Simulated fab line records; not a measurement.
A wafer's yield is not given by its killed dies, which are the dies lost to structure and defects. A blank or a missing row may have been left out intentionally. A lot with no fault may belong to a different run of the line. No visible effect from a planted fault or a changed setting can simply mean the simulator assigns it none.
Split-lot study	flow n5-finfet	21 wafers read across 7 lots, on a route 1938 steps long

== THE SPLIT ==
At N5_BEOL_M12_SPUTTER_43 (material TaN, target thk 15 nm, time 24.19 s), the setting time-s was moved away from the recipe's 24.19 s on 9 of the 21 wafers read, by -12.8% to +12.9%. This setting was run at the recipe's value on the other wafers.

The reading is taken at the split's own step.

== THE READING ==
TaN_of_BEOL_M12_SPUTTER_43.thk-nm (the simulator's own value, which no gauge read), in nm, at N5_BEOL_M12_SPUTTER_43 (material TaN, target thk 15 nm, time 24.19 s). No usual value for it is given in the file. Across the 12 wafers here that went through the recipe, the average is 15.1 nm and the standard deviation 0.17 nm.

wafer	tool, chamber at the split	time-s as run, s	against the recipe	TaN_of_BEOL_M12_SPUTTER_43.thk-nm, nm	against lot-mates on the recipe
L074.1	pvd-sputter-03, -	26.46	+9.4%	16.6	+1.6
L074.3	pvd-sputter-03, -	24.19	recipe	15	-
L074.6	pvd-sputter-03, -	24.19	recipe	15	-
L080.1	pvd-sputter-01, -	24.19	recipe	15	-
L080.2	pvd-sputter-01, -	24.19	recipe	14.6	-
L080.6	pvd-sputter-01, -	27.3	+12.9%	16.8	+2.0
L087.2	pvd-sputter-03, -	25.72	+6.3%	16	+0.8
L087.5	pvd-sputter-03, -	25.72	+6.3%	16	+0.8
L087.4	pvd-sputter-03, -	24.19	recipe	15.2	-
L090.1	pvd-sputter-02, -	24.19	recipe	15	-
L090.3	pvd-sputter-02, -	24.19	recipe	15.2	-
L090.6	pvd-sputter-02, -	24.19	recipe	15.2	-
L088.2	pvd-sputter-03, -	21.77	-10.0%	13.6	-1.6
L088.6	pvd-sputter-03, -	21.77	-10.0%	13.6	-1.6
L088.5	pvd-sputter-03, -	24.19	recipe	15.2	-
L095.3	pvd-sputter-02, -	24.19	recipe	15.2	-
L095.4	pvd-sputter-02, -	24.19	recipe	15.2	-
L095.6	pvd-sputter-02, -	21.1	-12.8%	13.4	-1.8
L093.1	pvd-sputter-01, -	26.85	+11.0%	16.6	+1.4
L093.4	pvd-sputter-01, -	24.19	recipe	15.2	-
L093.6	pvd-sputter-01, -	26.85	+11.0%	16.8	+1.6

FIT RESULTS
A straight line over all 21 wafers: TaN_of_BEOL_M12_SPUTTER_43.thk-nm changes by +0.143 nm for each +1% of time-s; r = +0.99; the points scatter about the line by 0.15 nm.
The same after taking each lot's own level away (the mean of its wafers on the recipe; 21 wafers): +0.148 nm for each +1%; r = +0.99; scatter 0.12 nm.
On that fit, the largest move of time-s shifts the reading by 1.9 nm.
Measured against the standard deviation above, the lots' own levels, which go from 14.80 to 15.20 nm, span 2.3 times it.
Consequently the slope shifts little with the lot-to-lot level, the two slopes agreeing.
Check: for one of the wafers moved furthest among these (+12.9%), held out of the fit, the line's prediction against its lot-mates is +1.86 nm. It came out at +2 nm against them.

== OTHER SPLITS ON THESE WAFERS ==
Other splits were also applied to these wafers ahead of the reading. Each is held against what the fit with the lots' levels taken away leaves over:
other split on the same wafers	wafers away from the commonest value	r with TaN_of_BEOL_M12_SPUTTER_43.thk-nm (lot level and that fit taken away)
N5_BEOL_M7_DESCUM_33 time-s	6	+0.01
N5_BEOL_M7_TRENCH_ETCH_37 bias-w	7	-0.25
N5_BEOL_M8_EXPOSE_25 dose-mj	4	-0.39
N5_BEOL_M9_TRENCH_ETCH_37 bias-w	3	+0.42
N5_BEOL_M10_COAT_63 spin-rpm	7	+0.00
N5_BEOL_M10_COAT_64 spin-rpm	7	-0.64
N5_BEOL_M11_ETCH_62 bias-w	7	+0.05
N5_BEOL_M11_COAT_22 spin-rpm	11	-0.33

== FILE'S OWN FIT ==
TaN_of_BEOL_M12_SPUTTER_43.thk-nm changes by +0.149 nm for each +1% of time-s, r = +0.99.
